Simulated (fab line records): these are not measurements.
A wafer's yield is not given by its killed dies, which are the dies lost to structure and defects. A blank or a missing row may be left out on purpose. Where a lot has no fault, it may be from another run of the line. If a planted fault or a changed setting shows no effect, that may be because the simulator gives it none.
The tool behind it: which one?	flow n5_finfet	24 lots with 72 wafers sampled at 6 steps, on a route of 1938 steps

WHAT THE GAUGES READ, wafer by wafer
N5_BEOL_M7_CD_MEAS_28: the cd target is 40 nm. Usual: 40.06 nm for cd_nm, sd 0.24.
lot	measured	on	cd_nm (nm)	flag
L074	day 10 04:44	cd_sem-01	40.26 40.33 40.01	
L075	day 10 12:54	cd_sem-01	39.88 39.99 40.07	
L077	day 10 19:10	cd_sem-01	40.20 39.83 39.92	
L078	day 11 09:17	cd_sem-03	40.37 40.01 40.06	
L076	day 11 09:20	cd_sem-01	39.81 40.24 40.12	
L079	day 11 12:20	cd_sem-02	39.83 39.96 39.93	
L080	day 11 15:37	cd_sem-01	40.08 39.82 39.80	
L081	day 11 21:38	cd_sem-03	40.01 40.14 39.94	
L082	day 12 09:43	cd_sem-03	40.24 40.22 40.43	
L083	day 12 11:57	cd_sem-02	39.86 39.57 39.86	
L084	day 12 21:11	cd_sem-01	40.37 40.08 40.20	
L086	day 13 00:20	cd_sem-02	39.66 39.60 39.77	
L085	day 13 09:05	cd_sem-03	40.45 39.99 40.01	
L087	day 13 09:18	cd_sem-01	39.63 40.09 40.15	
L088	day 13 17:44	cd_sem-03	40.33 40.44 40.09	
L089	day 13 21:46	cd_sem-02	39.74 40.16 39.80	
L090	day 14 06:20	cd_sem-03	40.21 40.10 39.53	
L091	day 14 15:49	cd_sem-02	40.41 40.57 40.32	
L092	day 14 18:53	cd_sem-01	40.03 40.09 40.12	
L093	day 14 22:18	cd_sem-03	40.13 40.19 40.46	
L094	day 15 01:31	cd_sem-01	40.23 40.55 39.96	
L095	day 15 09:27	cd_sem-03	39.70 40.09 39.86	
L096	day 15 16:18	cd_sem-02	39.93 39.74 40.37	
L097	day 16 10:45	cd_sem-02	40.01 39.63 39.93	

N5_BEOL_M8_THK_MEAS_01. Usual: M8_ILD_THK 155.0 nm, standard deviation 2.
lot	measured	on	M8_ILD_THK (nm)	flag
L074	day 10 08:23	film_metro-02	158.7 156.4 160.8	
L075	day 10 18:27	film_metro-01	152.5 154.9 156.3	
L077	day 11 00:22	film_metro-02	153.1 156.1 155.9	
L078	day 11 14:46	film_metro-02	153.4 154.7 154.6	
L076	day 11 15:13	film_metro-01	152.3 153.6 152.3	
L079	day 11 18:09	film_metro-02	154.0 154.4 155.8	
L080	day 11 20:22	film_metro-01	155.0 156.4 155.1	
L081	day 12 02:10	film_metro-01	154.4 152.1 157.0	
L082	day 12 14:35	film_metro-02	151.8 153.8 155.4	
L083	day 12 17:50	film_metro-01	152.4 152.8 155.3	
L084	day 13 02:53	film_metro-02	151.5 156.5 155.2	
L086	day 13 04:19	film_metro-02	156.0 153.5 154.1	
L085	day 13 15:27	film_metro-01	156.6 156.5 157.8	
L087	day 13 15:20	film_metro-01	156.4 155.0 157.2	
L088	day 13 22:49	film_metro-01	154.7 154.5 157.4	
L089	day 14 01:40	film_metro-01	152.5 153.6 154.2	
L090	day 14 10:53	film_metro-01	154.8 155.5 157.3	
L091	day 14 21:30	film_metro-02	151.9 156.8 157.5	
L092	day 15 00:09	film_metro-01	153.9 154.6 155.5	
L093	day 15 03:50	film_metro-02	155.7 155.5 156.5	
L094	day 15 06:01	film_metro-01	153.2 155.7 156.7	
L095	day 15 13:20	film_metro-02	151.7 157.5 155.6	
L096	day 15 22:59	film_metro-02	154.5 154.9 155.9	
L097	day 16 15:17	film_metro-02	154.4 152.7 154.9	

N5_BEOL_M8_OVL_MEAS_12. Usual: M8_OVL -0.3 nm, standard deviation 0.65.
lot	measured	on	M8_OVL (nm)	flag
L074	day 10 09:47	overlay-02	-0.6 -0.6 1.1	
L075	day 10 20:04	overlay-01	-0.1 -0.2 0.2	
L077	day 11 01:26	overlay-01	-0.2 -0.5 0.0	
L078	day 11 16:58	overlay-01	0.0 0.4 -0.6	
L076	day 11 17:11	overlay-01	-0.5 -1.0 0.1	
L079	day 11 19:46	overlay-02	-1.1 -0.4 -0.9	
L080	day 11 22:53	overlay-01	0.0 -1.7 -0.8	
L081	day 12 05:04	overlay-02	0.4 0.0 -0.2	
L082	day 12 16:47	overlay-02	-0.1 -1.4 0.0	
L083	day 12 21:43	overlay-01	-1.9 -1.0 -0.7	
L084	day 13 04:19	overlay-01	-0.1 -1.0 -0.1	
L086	day 13 05:27	overlay-01	-0.2 -1.6 -0.7	
L085	day 13 18:28	overlay-01	-0.1 0.2 -0.1	
L087	day 13 18:18	overlay-02	-0.1 -1.2 -1.1	
L088	day 14 00:16	overlay-02	-0.3 -1.0 -0.6	
L089	day 14 04:37	overlay-02	0.1 0.0 -0.6	
L090	day 14 12:19	overlay-01	0.9 -0.2 0.9	
L091	day 14 23:27	overlay-01	0.0 -0.1 0.4	
L092	day 15 02:10	overlay-02	-2.2 -2.1 -0.4	
L093	day 15 05:18	overlay-01	-1.5 -1.0 -0.5	
L094	day 15 08:17	overlay-01	0.3 0.4 0.5	
L095	day 15 15:29	overlay-02	0.2 -0.3 -0.5	
L096	day 16 03:28	overlay-01	0.0 -0.3 0.2	
L097	day 16 16:43	overlay-01	-0.1 -0.3 -1.2	

WHICH TOOL RAN EACH LOT (tool, then ch and the chambers of the sampled wafers, then the start)
lot	N5_BEOL_M7_DESCUM_16	N5_BEOL_M7_ETCH_72	N5_BEOL_M8_HM_DEP_02
L074	rie_diel-01 ch 0,2, day 10 03:17	rie_diel-01 ch 1,3, day 10 04:57	pvd_sputter-02, day 10 09:16
L075	rie_diel-04 ch 1,2,3, day 10 09:37	rie_diel-06 ch 0,2,3, day 10 13:25	pvd_sputter-01, day 10 19:40
L077	rie_diel-06 ch 0,2, day 10 14:49	rie_diel-06 ch 0,1,2, day 10 20:01	pvd_sputter-03, day 11 01:02
L078	rie_diel-04 ch 1,2,3, day 11 05:46	rie_diel-04 ch 2,3, day 11 10:14	pvd_sputter-01, day 11 16:34
L076	rie_diel-04 ch 1,3, day 11 06:01	rie_diel-01 ch 0,1,3, day 11 10:19	pvd_sputter-01, day 11 16:40
L079	rie_diel-06 ch 0,2,3, day 11 11:32	rie_diel-04 ch 0,2,3, day 11 12:30	pvd_sputter-03, day 11 19:22
L080	rie_diel-04 ch 1,2, day 11 14:34	rie_diel-01 ch 0,1, day 11 15:46	pvd_sputter-01, day 11 22:21
L081	rie_diel-01 ch 0,1,3, day 11 18:49	rie_diel-06 ch 0,3, day 11 21:47	pvd_sputter-01, day 12 04:40
L082	rie_diel-04 ch 0,2,3, day 12 05:43	rie_diel-06 ch 0,2,3, day 12 09:53	pvd_sputter-02, day 12 16:16
L083	rie_diel-04 ch 0,2,3, day 12 11:11	rie_diel-04 ch 0,1,3, day 12 12:07	pvd_sputter-02, day 12 21:19
L084	rie_diel-06 ch 0,3, day 12 18:16	rie_diel-06 ch 2,3, day 12 21:20	pvd_sputter-02, day 13 03:47
L086	rie_diel-01 ch 0,1,2, day 12 22:07	rie_diel-04 ch 0,1,2, day 13 00:29	pvd_sputter-03, day 13 05:02
L085	rie_diel-01 ch 1,2,3, day 13 08:09	rie_diel-01 ch 0,1,2, day 13 09:37	pvd_sputter-03, day 13 17:52
L087	rie_diel-01 ch 0,1,2, day 13 08:27	rie_diel-06 ch 2,3, day 13 09:46	pvd_sputter-03, day 13 17:46
L088	rie_diel-04 ch 0,3, day 13 14:37	rie_diel-06 ch 2,3, day 13 18:09	pvd_sputter-01, day 13 23:44
L089	rie_diel-06 ch 0,1,3, day 13 19:17	rie_diel-01 ch 0,1,3, day 13 21:55	pvd_sputter-02, day 14 04:05
L090	rie_diel-06 ch 0,2,3, day 14 05:08	rie_diel-06 ch 0,1,3, day 14 06:32	pvd_sputter-03, day 14 11:47
L091	rie_diel-06 ch 0,1, day 14 12:17	rie_diel-04 ch 0,3, day 14 16:31	pvd_sputter-01, day 14 22:56
L092	rie_diel-06 ch 0,1,2, day 14 17:10	rie_diel-04 ch 0,3, day 14 19:03	pvd_sputter-01, day 15 01:46
L093	rie_diel-04 ch 1,2,3, day 14 20:39	rie_diel-01 ch 0,1,2, day 14 22:59	pvd_sputter-03, day 15 04:46
L094	rie_diel-06 ch 0,2, day 14 23:31	rie_diel-06 ch 0,2, day 15 01:50	pvd_sputter-03, day 15 07:53
L095	rie_diel-01 ch 1,2, day 15 05:58	rie_diel-04 ch 2,3, day 15 09:37	pvd_sputter-01, day 15 14:58
L096	rie_diel-01 ch 1,2,3, day 15 15:20	rie_diel-04 ch 0,1,2, day 15 16:28	pvd_sputter-01, day 16 02:56
L097	rie_diel-01 ch 0,2,3, day 16 09:14	rie_diel-06 ch 0,3, day 16 10:55	pvd_sputter-03, day 16 16:11
- N5_BEOL_M7_DESCUM_16: chemistry O2, time 7.9 s.
- N5_BEOL_M7_ETCH_72: etches underlayer in N2/H2, target depth 6.5 nm, time 5.2 s.
- N5_BEOL_M8_HM_DEP_02: deposits TiN, target thk 20 nm.

AS READ BY THE TOOLS THEMSELVES (means over the sampled wafers that have a number; for cases with no such wafer, the mark the record gives instead)
N5_BEOL_M7_DESCUM_16. Usual: bias_power_w 20.00 W, standard deviation 0.067; chamber_pressure_mTorr 19.999 mTorr, standard deviation 0.02; drypump_motor_current_A 5.7 A, standard deviation 0.62; o2_flow_sccm 225.1 sccm, standard deviation 0.7; oes_product_au 0.80 a.u., standard deviation 0.069; rf_vpp_V 243.1 V, standard deviation 1.2; showerhead_plenum_p_Torr 2.09 Torr, standard deviation 0.069; throttle_valve_pct 20.42 %, standard deviation 0.19.
lot	tool	bias_power_w (W)	chamber_pressure_mTorr (mTorr)	drypump_motor_current_A (A)	o2_flow_sccm (sccm)	oes_product_au (a.u.)	rf_vpp_V (V)	showerhead_plenum_p_Torr (Torr)	throttle_valve_pct (%)	flag
L074	rie_diel-01	20.00	19.984	5.1	225.5	0.77	242.6	2.04	20.36	
L075	rie_diel-04	20.00	19.972	6.0	225.5	0.79	243.5	2.11	20.48	
L077	rie_diel-06	19.99	20.016	6.4	225.0	0.89	243.5	2.13	20.27	
L078	rie_diel-04	20.02	20.008	6.0	225.0	0.79	243.2	2.11	20.49	
L076	rie_diel-04	20.01	19.999	5.9	225.3	0.78	243.3	2.16	20.44	
L079	rie_diel-06	20.04	20.009	6.0	224.8	0.82	242.6	2.08	20.48	
L080	rie_diel-04	20.04	20.007	6.0	224.3	0.75	243.9	2.12	20.56	
L081	rie_diel-01	20.04	20.007	5.9	225.0	0.82	243.0	2.09	20.24	
L082	rie_diel-04	19.93	20.012	5.8	225.4	0.84	243.7	2.13	20.42	
L083	rie_diel-04	19.97	20.007	5.8	225.4	0.83	243.5	2.13	20.42	
L084	rie_diel-06	20.06	20.003	5.5	225.6	0.75	242.2	2.03	20.63	
L086	rie_diel-01	19.96	19.992	5.7	225.0	0.77	243.6	2.07	20.38	
L085	rie_diel-01	20.02	20.004	5.7	225.2	0.79	242.9	2.05	20.31	
L087	rie_diel-01	20.04	20.009	5.7	224.4	0.77	242.7	2.07	20.39	
L088	rie_diel-04	20.01	19.988	5.5	225.0	0.87	243.7	2.20	20.30	
L089	rie_diel-06	20.03	20.000	5.4	225.5	0.75	242.9	2.05	20.55	
L090	rie_diel-06	20.05	19.995	6.0	224.5	0.80	243.1	2.07	20.52	
L091	rie_diel-06	19.99	19.997	5.8	225.4	0.80	243.4	2.10	20.35	
L092	rie_diel-06	19.97	19.989	5.9	224.8	0.80	243.4	2.10	20.42	
L093	rie_diel-04	20.00	19.982	6.0	224.7	0.77	242.8	2.10	20.53	
L094	rie_diel-06	20.01	19.992	6.5	225.2	0.85	244.3	2.12	20.38	
L095	rie_diel-01	20.01	20.002	6.2	224.3	0.75	242.6	2.06	20.45	
L096	rie_diel-01	20.03	20.009	5.7	225.3	0.77	243.0	2.04	20.33	
L097	rie_diel-01	19.97	19.988	5.2	225.2	0.77	242.3	2.04	20.31	

N5_BEOL_M7_ETCH_72. Usual: for chamber_pressure_mTorr, 30.00 mTorr with a standard deviation of 0.04; for drypump_motor_current_A, 5.8 A with a standard deviation of 0.62; for etch_rf_on_time_s, 5.18 s with a standard deviation of 0.087; for oes_product_au, 0.68 a.u. with a standard deviation of 0.063; for rf_vpp_V, 524.0 V with a standard deviation of 2.7; for showerhead_plenum_p_Torr, 2.55 Torr with a standard deviation of 0.085; for throttle_valve_pct, 17.88 % with a standard deviation of 0.2.
lot	tool	chamber_pressure_mTorr (mTorr)	drypump_motor_current_A (A)	etch_rf_on_time_s (s)	oes_product_au (a.u.)	rf_vpp_V (V)	showerhead_plenum_p_Torr (Torr)	throttle_valve_pct (%)	flag
L074	rie_diel-01	30.04	6.3	5.21	0.71	523.2	2.54	17.68	
L075	rie_diel-06	30.01	6.0	5.13	0.71	522.9	2.53	17.97	
L077	rie_diel-06	29.99	6.0	5.17	0.71	524.6	2.56	17.85	
L078	rie_diel-04	29.99	6.0	5.21	0.71	524.9	2.53	17.82	
L076	rie_diel-01	30.00	5.9	5.11	0.71	523.4	2.54	17.67	
L079	rie_diel-04	29.99	5.8	5.25	0.72	525.0	2.57	17.79	
L080	rie_diel-01	29.99	5.9	5.22	0.68	524.7	2.57	17.79	
L081	rie_diel-06	29.98	5.5	5.26	0.64	521.7	2.47	18.09	
L082	rie_diel-06	30.02	6.0	5.21	0.69	523.7	2.53	17.97	
L083	rie_diel-04	30.02	5.7	5.14	0.71	526.3	2.64	17.77	
L084	rie_diel-06	29.99	5.6	5.17	0.65	522.3	2.47	18.16	
L086	rie_diel-04	29.94	5.8	5.16	0.68	525.3	2.59	17.92	
L085	rie_diel-01	30.01	5.7	5.18	0.66	523.7	2.52	17.86	
L087	rie_diel-06	29.98	6.1	5.15	0.70	523.4	2.53	18.05	
L088	rie_diel-06	29.95	6.1	5.18	0.69	524.0	2.52	18.06	
L089	rie_diel-01	30.04	5.9	5.13	0.69	523.3	2.53	17.71	
L090	rie_diel-06	30.00	5.4	5.26	0.63	522.2	2.49	17.99	
L091	rie_diel-04	29.96	5.5	5.16	0.74	528.1	2.66	17.67	
L092	rie_diel-04	30.02	5.7	5.19	0.72	526.7	2.61	17.70	
L093	rie_diel-01	29.99	5.7	5.23	0.65	522.0	2.51	17.87	
L094	rie_diel-06	29.97	6.5	5.12	0.72	524.5	2.58	17.88	
L095	rie_diel-04	30.00	6.0	5.16	0.68	523.8	2.52	17.87	
L096	rie_diel-04	30.06	5.8	5.15	0.66	523.7	2.58	17.97	
L097	rie_diel-06	29.98	5.9	5.12	0.74	526.0	2.62	17.82	

N5_BEOL_M8_HM_DEP_02. Usual: 30.4 % for throttle_valve_pct, sd 0.97.
lot	tool	throttle_valve_pct (%)	flag
L074	pvd_sputter-02	30.1	
L075	pvd_sputter-01	30.3	
L077	pvd_sputter-03	31.1	
L078	pvd_sputter-01	30.3	
L076	pvd_sputter-01	30.9	
L079	pvd_sputter-03	30.3	
L080	pvd_sputter-01	30.5	
L081	pvd_sputter-01	30.3	
L082	pvd_sputter-02	29.4	
L083	pvd_sputter-02	29.5	
L084	pvd_sputter-02	29.4	
L086	pvd_sputter-03	30.3	
L085	pvd_sputter-03	30.4	
L087	pvd_sputter-03	30.5	
L088	pvd_sputter-01	30.5	
L089	pvd_sputter-02	29.7	
L090	pvd_sputter-03	31.1	
L091	pvd_sputter-01	30.3	
L092	pvd_sputter-01	30.4	
L093	pvd_sputter-03	31.7	
L094	pvd_sputter-03	31.3	
L095	pvd_sputter-01	30.4	
L096	pvd_sputter-01	30.7	
L097	pvd_sputter-03	30.6	

THE ANSWER, worked out from the rows above alone
Rule: a lot is off if the mean of its wafers that have a number lies more than 3 standard deviations from the usual mean. Also off: a lot with no number at a reading for which 4 or more lots have one. Any other lot the step has rows for is counted as sound. After the gauges, taken in route order, come the tools' own readings; for these a lot's mean is taken, as printed above. At the first step where some lot is off, the reading lying furthest off is the one used; lots without a number count as furthest.
No lot is off on any of the readings shown, so nothing can be concluded from this.

WHAT THE SIMULATOR HAD PUT IN
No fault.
